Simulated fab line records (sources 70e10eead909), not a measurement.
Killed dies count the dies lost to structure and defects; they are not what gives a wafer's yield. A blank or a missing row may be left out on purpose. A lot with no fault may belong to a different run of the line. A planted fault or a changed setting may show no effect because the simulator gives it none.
Chamber matching    flow nand-harc    NHARC_A_STAIRCASE_DEP_280 on pecvd-03 has 3 sister chambers
The step deposits SiON, target thk 30 nm. 3 wafers are shown with their chamber, then 11 later ones without.

## WAFERS PAIRED WITH THEIR CHAMBERS
wafer   chamber  showerhead-vpp-V (V)
L087.2  0        1160
L087.4  2        1167
L088.2  1        1083

## WAFERS MISSING THEIR CHAMBER
wafer   showerhead-vpp-V (V)
L088.4  1172
L088.5  1165
L090.1  1179
L090.3  1067
L090.6  1160
L092.2  1156
L092.3  1097
L092.4  1173
L096.1  1135
L096.2  1171
L096.5  1165

## WHICH CHAMBER EACH WENT THROUGH
wafer   from the rows above      in truth
L088.4  can't be placed: 2 or 0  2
L088.5  can't be placed: 2 or 0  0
L090.1  can't be placed: 2 or 0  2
L090.3  1                        1
L090.6  can't be placed: 0 or 2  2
L092.2  can't be placed: 0 or 2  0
L092.3  1                        1
L092.4  can't be placed: 2 or 0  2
L096.1  can't be placed: 0 or 2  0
L096.2  can't be placed: 2 or 0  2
L096.5  can't be placed: 2 or 0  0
Correctly placed: 2 of 11. From these rows, 9 cannot be placed; in 9 the true chamber is one of the candidates. Wrongly placed: 0.
How it was worked out, from the rows above alone: a wafer's distance from a chamber is the root of the sum, over the readings, of the square of ((its reading less the chamber's mean) divided by the reading's scatter). The wafer belongs to the nearest chamber; if the next one is less than 2 further off, it can't be placed. A chamber's mean is the mean of its shown wafers. The scatter: root of mean squared gap, hidden wafer to nearest shown wafer, with one shown wafer a chamber.
